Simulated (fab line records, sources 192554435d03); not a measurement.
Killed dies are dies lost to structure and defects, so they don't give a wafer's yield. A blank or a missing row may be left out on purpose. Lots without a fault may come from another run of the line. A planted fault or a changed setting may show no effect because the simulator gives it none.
Chamber matching | flow n5_finfet | N5_BEOL_M3_ALD_84 on ald_metal-01: 4 sister chambers
The step deposits TaN, pulse time 2 s, purge time 3 s, co reactant purge time 2 s. 4 wafers are shown with their chamber, then 10 later ones without.

WAFERS WITH THEIR CHAMBER
wafer  | chamber | heater_power_w (W)
L080.6 | 3       | 419
L086.1 | 1       | 386
L086.4 | 0       | 406
L088.5 | 2       | 448

WAFERS WITHOUT THEIR CHAMBER
wafer  | heater_power_w (W)
L088.6 | 433
L091.1 | 455
L091.4 | 385
L091.5 | 395
L092.1 | 412
L092.3 | 387
L092.6 | 387
L095.1 | 401
L095.5 | 394
L095.6 | 424

WHICH CHAMBER EACH WENT THROUGH
wafer  | from the rows above          | in truth
L088.6 | can't be placed: 3 or 2 or 0 | 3
L091.1 | 2                            | 2
L091.4 | 1                            | 1
L091.5 | can't be placed: 1 or 0      | 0
L092.1 | can't be placed: 0 or 3      | 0
L092.3 | 1                            | 1
L092.6 | 1                            | 1
L095.1 | can't be placed: 0 or 1 or 3 | 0
L095.5 | can't be placed: 1 or 0      | 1
L095.6 | can't be placed: 3 or 0      | 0
Placed correctly: 4 of 10. Can't be placed from these rows: 6 (the true chamber is among the candidates in 6). Placed wrongly: 0.
How it was worked out, from the rows above alone: a wafer's distance from a chamber is the root of the sum, over the readings, of the square of ((its reading less the chamber's mean) divided by the reading's scatter). The wafer belongs to the nearest chamber; if the next one is less than 2 further off, it can't be placed. A chamber's mean is the mean of its shown wafers. The scatter: with one shown wafer a chamber, the root of the mean of the squares of how far each hidden wafer lies from its nearest shown one.
